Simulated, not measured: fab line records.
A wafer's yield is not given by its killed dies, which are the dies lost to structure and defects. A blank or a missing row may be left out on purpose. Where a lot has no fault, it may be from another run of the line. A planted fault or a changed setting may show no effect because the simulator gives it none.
fab line records | flow nand_harc
[record] lots = 7 | wafers = 21 | last_day = 33
route steps=1302 shown A_SGD_CUT@918 A_SLIT@922
lots untouched by any fault: they come from a run of this same line in which no faults occurred
start_h: hours from the record's first day to the start of the lot's first wafer shown | wait_h: hours since the lot's step before | " as in the row above | L1.1+2: a row that stands for several wafers | - no value, or no start was given | * or withheld: withheld | < > ~ a bound
route shown NAME@n: a module of which the file shows steps, and the number in the route of the first | usual: mean/standard deviation of fault-free wafers | same: alike in all rows | chamber/n: place in a boat | sites: the reading at each site | _std_site: the values' standard deviation | _edge_site: outer sites' mean less inner sites' | radius_mm: how far each site lies from the wafer's centre | mask NAME#n: copy n | behind: the most recent tool/chamber to have shaped the wafer | hold: why the lot was held/for how many hours/how that ended | device: names the non-switching transistor (n, p or np) | end of line: tests run on the same wafers once the route is complete | a step given without rows: its recipe and nothing more | killed: at the first sort, the dies lost to defects and structure; wafer yield is something else | map: the dies of a wafer, with x for killed, . for not killed, _ for no die there
set.NAME: the setting as run; set.NAME@STEP: as run at that earlier step | model.NAME: the simulator's own value behind a step, which no gauge read
lots seen at some steps along the route; tables by step, rows by wafer
services: when a tool's chamber went out of use (start_h, in hours from the record's first day, below 0 if earlier), for how many hours, and the reason
[[steps]]
[step NHARC_A_SGD_CUT_ETCH_26]
[recipe] target_depth_a = 458 | chemistry = dHF | material = SiO2
[step NHARC_A_SGD_CUT_ETCHBACK_24]
[recipe] target_depth_a = 500 | over_etch_frac = 0.3 | time_s = 92.857 | ion_energy_ev = 120 | ch3f_flow_sccm = 50 | o2_flow_sccm = 30 | ar_flow_sccm = 200 | rf_w = 500 | bias_w = 100 | chemistry = CH3F/O2
[usual] drypump_motor_current_A = 5.8/0.47 | oes_product_au = 0.97/0.035 | rf_vpp_V = 244.2/2.1 | showerhead_plenum_p_Torr = 2.45/0.13 | throttle_valve_pct = 20.663/0.0091
lot.wafer | tool        | chamber | start_h | wait_h | drypump_motor_current_A | oes_product_au | rf_hours_counter_h | rf_vpp_V | showerhead_plenum_p_Torr | throttle_valve_pct
L624.2    | rie_diel-12 | 2       | 456.15  | 0.2    | 5.8                     | 1.00           | 0                  | 246.1    | 2.60                     | 20.674
L624.3    | "           | 1       | "       | "      | 5.8                     | 1.02           | 0                  | 245.4    | 2.56                     | 20.674
L624.5    | "           | 2       | "       | "      | 5.8                     | 1.01           | -                  | 246.4    | 2.60                     | 20.658
L630.1    | rie_diel-08 | 2       | 524.47  | 0.1    | 6.0                     | 0.97           | 6                  | 244.9    | 2.54                     | 20.664
L630.3    | "           | 3       | "       | "      | 6.7                     | 0.97           | 6                  | 241.0    | 2.30                     | 20.641
L630.6    | "           | 1       | "       | "      | 6.0                     | 0.96           | -                  | 247.8    | 2.64                     | 20.683
L636.3    | rie_diel-12 | 1       | 574.99  | 0.1    | 5.8                     | 0.94           | 11                 | 246.8    | 2.56                     | 20.655
L636.4    | "           | 3       | "       | "      | 6.1                     | 0.93           | 11                 | 243.1    | 2.33                     | 20.659
L636.5    | "           | 1       | "       | "      | 5.8                     | 0.93           | -                  | 245.3    | 2.56                     | 20.666
L638.4    | rie_diel-13 | 1       | 587.68  | 0.1    | 5.6                     | 0.92           | 4                  | 242.3    | 2.29                     | 20.662
L638.3    | "           | 2       | "       | "      | 5.0                     | 0.93           | 4                  | 243.5    | 2.35                     | 20.673
L638.6    | "           | 1       | "       | "      | 5.6                     | 0.93           | -                  | 242.3    | 2.29                     | 20.666
L639.2    | rie_diel-13 | 1       | 592.38  | 0.2    | 5.6                     | 1.00           | 4                  | 242.6    | 2.29                     | 20.649
L639.5    | "           | 0       | "       | "      | 6.2                     | 1.00           | -                  | 247.9    | 2.64                     | 20.653
L639.6    | "           | 1       | "       | "      | 5.7                     | 0.99           | -                  | 242.5    | 2.29                     | 20.664
L641.4    | rie_diel-12 | 0       | 621.12  | 0.2    | 6.1                     | 1.01           | 13                 | 245.6    | 2.53                     | 20.670
L641.5    | "           | 2       | "       | "      | 5.9                     | 1.00           | -                  | 247.1    | 2.60                     | 20.667
L641.6    | "           | 3       | "       | "      | 6.2                     | 1.00           | -                  | 242.8    | 2.33                     | 20.661
L646.2    | rie_diel-12 | 0       | 678.40  | 0.2    | 6.1                     | 1.00           | 4                  | 245.5    | 2.52                     | 20.659
L646.5    | "           | 3       | "       | "      | 6.1                     | 1.02           | -                  | 242.1    | 2.33                     | 20.668
L646.6    | "           | 0       | "       | "      | 6.1                     | 1.01           | -                  | 244.6    | 2.52                     | 20.668
[step NHARC_A_SGD_CUT_STRIP_28]
[recipe] time_s = 20 | o2_flow_sccm = 500 | ar_flow_sccm = 0 | bias_w = 0 | chemistry = O2
[usual] drypump_motor_current_A = 5.8/0.47 | oes_product_au = 1.002/0.0087 | rf_vpp_V = 57.8/1 | showerhead_plenum_p_Torr = 3.51/0.19 | throttle_valve_pct = 17.037/0.0085
lot.wafer | tool        | chamber | start_h | wait_h | drypump_motor_current_A | oes_product_au | rf_hours_counter_h | rf_vpp_V | showerhead_plenum_p_Torr | throttle_valve_pct
L624.3    | rie_diel-12 | 1       | -       | -      | 5.8                     | 1.012          | 0                  | 57.1     | 3.67                     | 17.044
L624.2    | "           | 2       | "       | "      | 5.9                     | 0.998          | 0                  | 60.4     | 3.73                     | 17.033
L624.5    | "           | 0       | "       | "      | 6.1                     | 0.979          | -                  | 58.5     | 3.63                     | 17.033
L630.3    | rie_diel-08 | 0       | -       | -      | 5.1                     | 1.004          | 7                  | 56.6     | 3.33                     | 17.037
L630.1    | "           | 1       | "       | "      | 6.0                     | 1.006          | 8                  | 58.8     | 3.78                     | 17.035
L630.6    | "           | 1       | "       | "      | 6.0                     | 1.010          | -                  | 57.7     | 3.78                     | 17.037
L636.3    | rie_diel-12 | 0       | -       | -      | 6.1                     | 0.995          | 10                 | 57.8     | 3.62                     | 17.038
L636.4    | "           | 1       | "       | "      | 5.8                     | 1.010          | 11                 | 58.4     | 3.66                     | 17.028
L636.5    | "           | 0       | "       | "      | 6.1                     | 1.001          | -                  | 58.1     | 3.62                     | 17.039
L638.3    | rie_diel-13 | 2       | -       | -      | 5.0                     | 0.997          | 4                  | 58.2     | 3.37                     | 17.030
L638.4    | "           | 3       | "       | "      | 5.4                     | 0.996          | 3                  | 58.4     | 3.44                     | 17.041
L638.6    | "           | 0       | "       | "      | 6.2                     | 1.009          | -                  | 56.8     | 3.77                     | 17.032
L639.2    | rie_diel-13 | 1       | -       | -      | 5.6                     | 0.998          | 4                  | 56.9     | 3.29                     | 17.059
L639.5    | "           | 1       | "       | "      | 5.6                     | 0.994          | -                  | 56.1     | 3.29                     | 17.037
L639.6    | "           | 2       | "       | "      | 5.1                     | 0.988          | -                  | 57.7     | 3.37                     | 17.040
L641.4    | rie_diel-12 | 0       | -       | -      | 6.0                     | 0.991          | 13                 | 57.6     | 3.62                     | 17.032
L641.5    | "           | 3       | "       | "      | 6.2                     | 1.000          | -                  | 57.0     | 3.35                     | 17.029
L641.6    | "           | 0       | "       | "      | 6.0                     | 1.004          | -                  | 57.0     | 3.62                     | 17.036
L646.2    | rie_diel-12 | 3       | 678.60  | 0.2    | 6.2                     | 1.011          | 2                  | 57.2     | 3.35                     | 17.040
L646.5    | "           | 0       | "       | "      | 6.1                     | 1.007          | -                  | 59.4     | 3.62                     | 17.035
L646.6    | "           | 3       | "       | "      | 6.1                     | 1.015          | -                  | 58.4     | 3.35                     | 17.043
[step NHARC_A_SGD_CUT_INSPECT_25]
[usual] raw_defect_count = 401/94
lot.wafer | tool              | chamber | start_h | wait_h | raw_defect_count
L624.2    | defect_inspect-01 | -       | 456.39  | -      | 446
L624.3    | "                 | -       | "       | "      | 428
L624.5    | "                 | -       | "       | "      | 505
L630.1    | defect_inspect-02 | -       | 524.70  | -      | 277
L630.3    | "                 | -       | "       | "      | 251
L630.6    | "                 | -       | "       | "      | 372
L636.3    | defect_inspect-01 | -       | 575.23  | -      | 551
L636.4    | "                 | -       | "       | "      | 377
L636.5    | "                 | -       | "       | "      | 406
L638.3    | defect_inspect-02 | -       | 587.91  | -      | 373
L638.4    | "                 | -       | "       | "      | 428
L638.6    | "                 | -       | "       | "      | 569
L639.2    | defect_inspect-02 | -       | 592.61  | -      | 241
L639.5    | "                 | -       | "       | "      | 256
L639.6    | "                 | -       | "       | "      | 276
L641.4    | defect_inspect-02 | -       | 621.34  | -      | 316
L641.5    | "                 | -       | "       | "      | 280
L641.6    | "                 | -       | "       | "      | 338
L646.2    | defect_inspect-01 | -       | 678.72  | 0.1    | 331
L646.5    | "                 | -       | "       | "      | 451
L646.6    | "                 | -       | "       | "      | 446
[step NHARC_A_SLIT_DEP_25]
[recipe] target_thk_a = 2000 | temp_c = 400 | pressure_torr = 6.5 | rf_w = 900 | teos_flow_sccm = 161.4 | flow_sccm = 2650 | target_thk_nm = 200 | gas = O2 | material = SiO2
[usual] heater_power_w = 528/81 | throttle_valve_pct = 15.8/0.63
lot.wafer | tool     | chamber | start_h | wait_h | heater_power_w | throttle_valve_pct
L624.2    | pecvd-02 | 2       | 456.67  | 0.3    | 585            | 15.5
L624.3    | "        | 0       | "       | "      | 525            | 16.6
L624.5    | "        | 2       | "       | "      | 588            | 15.5
L630.1    | pecvd-02 | 0       | 524.81  | 0.1    | 653            | 16.7
L630.3    | "        | 1       | "       | "      | 523            | 15.4
L630.6    | "        | 2       | "       | "      | 573            | 15.6
L636.3    | pecvd-02 | 2       | 575.50  | 0.3    | 564            | 15.2
L636.4    | "        | 2       | "       | "      | 571            | 15.5
L636.5    | "        | 1       | "       | "      | 594            | 15.4
L638.3    | pecvd-02 | 0       | 588.05  | 0.1    | 644            | 16.6
L638.4    | "        | 1       | "       | "      | 437            | 15.5
L638.6    | "        | 2       | "       | "      | 548            | 15.5
L639.2    | pecvd-04 | 0       | 592.67  | 0.1    | 487            | 16.0
L639.6    | "        | 0       | "       | "      | 490            | 15.6
L639.5    | "        | 1       | "       | "      | 526            | 16.4
L641.5    | pecvd-01 | 2       | 621.52  | 0.2    | 560            | 15.7
L641.6    | "        | 0       | "       | "      | 538            | 15.6
L641.4    | "        | 1       | "       | "      | 409            | 15.8
L646.2    | pecvd-02 | 1       | 678.79  | 0.1    | 531            | 15.8
L646.5    | "        | 2       | "       | "      | 545            | 15.3
L646.6    | "        | 0       | "       | "      | 579            | 16.6
[step NHARC_A_SLIT_DEP_00]
[recipe] target_thk_a = 62000 | temp_c = 400 | material = aC
[usual] throttle_valve_pct = 35.001/0.0085
lot.wafer | tool       | chamber | start_h | wait_h | throttle_valve_pct
L624.2    | acl_dep-02 | 0       | 459.43  | -      | 35.000
L624.3    | "          | 0       | "       | "      | 34.995
L624.5    | "          | 0       | 461.26  | -      | 35.001
L630.1    | acl_dep-03 | 0       | 526.35  | -      | 35.010
L630.3    | "          | 0       | 527.59  | -      | 34.991
L630.6    | "          | 0       | 529.45  | -      | 35.005
L636.3    | acl_dep-01 | 0       | 581.00  | -      | 35.004
L636.4    | "          | 0       | "       | "      | 34.999
L636.5    | "          | 0       | "       | "      | 35.007
L638.3    | acl_dep-03 | 0       | 590.36  | -      | 34.990
L638.4    | "          | 0       | "       | "      | 34.998
L638.6    | "          | 0       | 592.23  | -      | 35.007
L639.2    | acl_dep-01 | 0       | 596.65  | -      | 35.003
L639.5    | "          | 0       | 598.54  | -      | 35.002
L639.6    | "          | 0       | "       | "      | 35.004
L641.4    | acl_dep-02 | 0       | 625.81  | -      | 35.010
L641.5    | "          | 0       | "       | "      | 35.001
L641.6    | "          | 0       | "       | "      | 35.012
L646.2    | acl_dep-01 | 0       | 683.42  | -      | 35.006
L646.5    | "          | 0       | 685.31  | -      | 35.006
L646.6    | "          | 0       | "       | "      | 35.003
[step NHARC_A_SLIT_DEP_23]
[recipe] target_thk_a = 1000 | target_thk_nm = 100 | temp_c = 400 | pressure_torr = 3.5 | flow_sccm = 200 | rf_w = 350 | material = SiON
[usual] heater_power_w = 717/77
lot.wafer | tool     | chamber | start_h | wait_h | heater_power_w
L624.2    | pecvd-02 | 0       | 462.50  | 2.5    | 853
L624.3    | "        | 2       | "       | "      | 699
L624.5    | "        | 0       | "       | "      | 861
L630.3    | pecvd-04 | 2       | 530.09  | 1.9    | 571
L630.1    | "        | 1       | "       | "      | 761
L630.6    | "        | 0       | "       | "      | 677
L636.3    | pecvd-02 | 2       | 583.60  | 1.9    | 647
L636.4    | "        | 2       | "       | "      | 657
L636.5    | "        | 0       | "       | "      | 731
L638.3    | pecvd-01 | 2       | 592.87  | 1.9    | 734
L638.4    | "        | 2       | "       | "      | 719
L638.6    | "        | 1       | "       | "      | 674
L639.2    | pecvd-01 | 1       | 599.85  | 2.6    | 591
L639.6    | "        | 1       | "       | "      | 590
L639.5    | "        | 2       | "       | "      | 791
L641.4    | pecvd-04 | 1       | 627.79  | 1.4    | 687
L641.6    | "        | 2       | "       | "      | 522
L641.5    | "        | 0       | "       | "      | 630
L646.2    | pecvd-02 | 2       | 686.65  | 2.6    | 721
L646.6    | "        | 1       | "       | "      | 717
L646.5    | "        | 2       | "       | "      | 718
[step NHARC_A_SLIT_DEHYDRATE_01]
[recipe] temp_c = 150 | time_s = 120
[step NHARC_A_SLIT_HMDS_02]
[recipe] time_s = 30
[step NHARC_A_SLIT_COAT_03]
[recipe] spin_rpm = 1500 | resist_thk_nm = 90
[step NHARC_A_SLIT_SOFTBAKE_04]
[recipe] temp_c = 105 | time_s = 55
[step NHARC_A_SLIT_EBR_05]
[step NHARC_A_SLIT_EXPOSE_06]
[recipe] na = 1.35 | dose_mj = 60.82 | mask_id = SLIT
[usual] exposure_dose_mJ_cm2 = 60.75/0.068 | focus_offset_nm = 0.1/0.49
lot.wafer | tool            | chamber | start_h | wait_h | mask   | exposure_dose_mJ_cm2 | focus_offset_nm
L624.2    | arfi_scanner-01 | 0       | 463.05  | -      | SLIT#0 | 60.71                | 0.2
L624.3    | "               | 0       | "       | "      | SLIT#0 | 60.69                | 0.3
L624.5    | "               | 0       | "       | "      | SLIT#0 | 60.65                | 0.6
L630.1    | arfi_scanner-03 | 0       | 530.50  | -      | SLIT#0 | 60.84                | 0.0
L630.3    | "               | 0       | "       | "      | SLIT#0 | 60.74                | -0.8
L630.6    | "               | 0       | "       | "      | SLIT#0 | 60.78                | -0.7
L636.3    | arfi_scanner-01 | -       | 584.15  | -      | SLIT#0 | -                    | -
L636.4    | "               | -       | "       | "      | SLIT#0 | -                    | -
L636.5    | "               | -       | "       | "      | SLIT#0 | -                    | -
L638.3    | arfi_scanner-01 | -       | 593.29  | -      | SLIT#0 | -                    | -
L638.4    | "               | -       | "       | "      | SLIT#0 | -                    | -
L638.6    | "               | -       | "       | "      | SLIT#0 | -                    | -
L639.2    | arfi_scanner-01 | -       | 600.23  | -      | SLIT#0 | -                    | -
L639.5    | "               | -       | "       | "      | SLIT#0 | -                    | -
L639.6    | "               | -       | "       | "      | SLIT#0 | -                    | -
L641.4    | arfi_scanner-02 | 0       | 628.22  | -      | SLIT#0 | 60.81                | 0.2
L641.5    | "               | 0       | "       | "      | SLIT#0 | 60.74                | 0.5
L641.6    | "               | 0       | "       | "      | SLIT#0 | 60.79                | -0.4
L646.2    | arfi_scanner-01 | 0       | 687.13  | -      | SLIT#0 | 60.78                | -0.4
L646.5    | "               | 0       | "       | "      | SLIT#0 | 60.74                | -0.2
L646.6    | "               | 0       | "       | "      | SLIT#0 | 60.78                | 0.4
[step NHARC_A_SLIT_PEB_07]
[recipe] peb_temp_c = 100 | peb_time_s = 65
[[services]]
tool            | chamber | start_h | hours | kind
rie_diel-13     | 2       | 436.09  | 14.0  | repair
rie_diel-12     | -       | 445.69  | 9.0   | pm
pecvd-01        | 2       | 449.57  | 30.4  | repair
pecvd-04        | -       | 450.45  | 13.0  | pm
rie_diel-13     | 3       | 456.83  | 1.7   | repair
arfi_scanner-01 | -       | 467.28  | 2.0   | repair
pecvd-01        | -       | 492.00  | 13.0  | pm
pecvd-04        | -       | 503.96  | 0.8   | repair
rie_diel-13     | -       | 519.00  | 9.0   | pm
pecvd-04        | -       | 544.78  | 13.5  | repair
acl_dep-01      | -       | 548.09  | 13.0  | pm
pecvd-02        | -       | 589.31  | 13.0  | pm
rie_diel-12     | -       | 591.26  | 2.0   | repair
arfi_scanner-01 | -       | 596.01  | 4.0   | pm
arfi_scanner-01 | -       | 607.73  | 1.2   | repair
arfi_scanner-01 | -       | 616.71  | 4.7   | repair
rie_diel-12     | -       | 622.69  | 9.0   | pm
rie_diel-13     | 0       | 627.45  | 7.4   | repair
arfi_scanner-01 | -       | 627.64  | 0.5   | repair
rie_diel-12     | 3       | 638.22  | 12.7  | repair
arfi_scanner-01 | -       | 651.29  | 0.5   | repair
rie_diel-12     | 2       | 677.50  | 13.9  | repair
rie_diel-12     | 1       | 678.13  | 6.6   | repair
rie_diel-13     | 1       | 679.26  | 9.6   | repair
[[key]]
[first_sign] step = NHARC_A_SLIT_EXPOSE_06 | reading = tool_record | direction = missing
effect none on later readings
met_at NHARC_A_SLIT_EXPOSE_06
struck_wafers L636.3,L636.4,L636.5,L638.3,L638.4,L638.6,L639.2,L639.5,L639.6
later_rows_left_out L636.3,L636.4,L636.5,L638.3,L638.4,L638.6,L639.2,L639.5,L639.6
sort_left_out L636.3,L636.4,L636.5,L638.3,L638.4,L638.6,L639.2,L639.5,L639.6
tester_left_out L636,L638,L639
onset_between 463.05 584.15
[fault] kind = skipped_step_whole | tool = arfi_scanner-01 | chamber = - | onset_h = 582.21 | steps = NHARC_A_SLIT_EXPOSE_06 | scope = struck_lots_only
// tester_left_out: of these lots the tester's yield and bins aren't shown, on N5 and GAA mostly nor the transistor test; their killed dies are dies lost to structure and defects alone, not to doping, threshold or leakage, so they don't give the yield
// sort_left_out: the simulated sort isn't trusted on such a fault, so these wafers' sort isn't shown, and their yield isn't known
// later_rows_left_out: the simulator's readings of these wafers behind a module that went badly wrong aren't trusted and aren't shown, but for the sort
